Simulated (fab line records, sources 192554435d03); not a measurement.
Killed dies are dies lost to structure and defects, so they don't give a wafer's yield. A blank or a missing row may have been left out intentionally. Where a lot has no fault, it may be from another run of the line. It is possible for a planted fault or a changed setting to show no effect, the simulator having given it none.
Lot-split experiment	flow n5-finfet	on a route of 1938 steps: 7 lots, 21 wafers read

== SPLIT DETAILS ==
At N5_MOL_CONTACT_COAG_EXPOSE_81 (exposes mask VG, defocus 0 nm), the setting dose-mj was moved away from the recipe's 59.5 on 7 of the 21 wafers read, by -3.0% to +3.8%. For the rest of the wafers, this setting stayed at what the recipe calls for.

== FROM THE SPLIT TO THE READING: what the file shows between them, 2 steps ==
- N5_MOL_CONTACT_COAG_PEB_82: peb time 60 s
- N5_MOL_CONTACT_COAG_DEVELOP_83: develop time 30 s

== THE READING ==
cd-nm (nm) at N5_MOL_CONTACT_COAG_CD_MEAS_84, where the cd target is 25.1 nm. On this fab line, fault-free wafers typically give 25.11 nm with a standard deviation of 0.26 nm.

wafer	tool, chamber at the split	dose-mj as run	against the recipe	cd-nm, nm	against lot-mates on the recipe
L074.1	euv-scanner-02, 0	59.5	recipe	25.40	-
L074.3	euv-scanner-02, 0	59.5	recipe	25.16	-
L074.5	euv-scanner-02, 0	59.5	recipe	24.75	-
L075.3	euv-scanner-02, 0	60.9	+2.4%	25.94	+0.91
L075.4	euv-scanner-02, 0	59.5	recipe	24.90	-
L075.5	euv-scanner-02, 0	59.5	recipe	25.16	-
L082.2	euv-scanner-02, 0	59.5	recipe	25.09	-
L082.3	euv-scanner-02, 0	59.5	recipe	25.30	-
L082.4	euv-scanner-02, 0	59.5	recipe	25.32	-
L087.1	euv-scanner-02, 0	57.73	-3.0%	24.45	-0.73
L087.4	euv-scanner-02, 0	57.73	-3.0%	24.62	-0.56
L087.5	euv-scanner-02, 0	59.5	recipe	25.18	-
L090.2	euv-scanner-02, 0	59.5	recipe	24.44	-
L090.3	euv-scanner-02, 0	61.77	+3.8%	25.85	+1.41
L090.4	euv-scanner-02, 0	61.77	+3.8%	25.84	+1.40
L094.3	euv-scanner-02, 0	59.5	recipe	24.97	-
L094.4	euv-scanner-02, 0	59.5	recipe	24.89	-
L094.5	euv-scanner-02, 0	59.5	recipe	25.09	-
L097.1	euv-scanner-02, 0	59.5	recipe	24.87	-
L097.2	euv-scanner-02, 0	61.36	+3.1%	26.20	+1.33
L097.4	euv-scanner-02, 0	61.36	+3.1%	25.86	+0.99

THE FIT
A straight line over all 21 wafers: cd-nm changes by +0.236 nm for each +1% of dose-mj; r = +0.87; the points scatter about the line by 0.25 nm.
The same after taking each lot's own level away (the mean of its wafers on the recipe; 21 wafers): +0.323 nm for each +1%; r = +0.96; scatter 0.18 nm.
According to that fit, moving dose-mj by its largest amount changes the reading by 1.2 nm.
Across the lots, their own levels run from 24.440 to 25.237 nm, a range of 3.1 times the standard deviation given above.
So the slope is not independent of the lot-to-lot level: the two fits are not the same.
Check: with one of the wafers moved furthest among these (+3.8%) left out of the fit, the line predicts +1.27 nm for it against its lot-mates. Against them it came out at +1.41 nm.

== ADDITIONAL SPLITS CARRIED BY THESE WAFERS ==
Other splits were also applied to these wafers ahead of the reading. Each is held against what the fit with the lots' levels taken away leaves over:
other split on the same wafers	wafers away from the commonest value	r with cd-nm (lot level and that fit taken away)
N5_SD_EPI_P_EXPOSE_06 dose-mj	8	-0.14
N5_SDB_ALD_29 ald-cycles	6	+0.32
N5_GATE_CUT_COAT_27 spin-rpm	3	+0.03

== FILE'S OWN FIT ==
cd-nm changes by +0.337 nm for each +1% of dose-mj, r = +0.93.
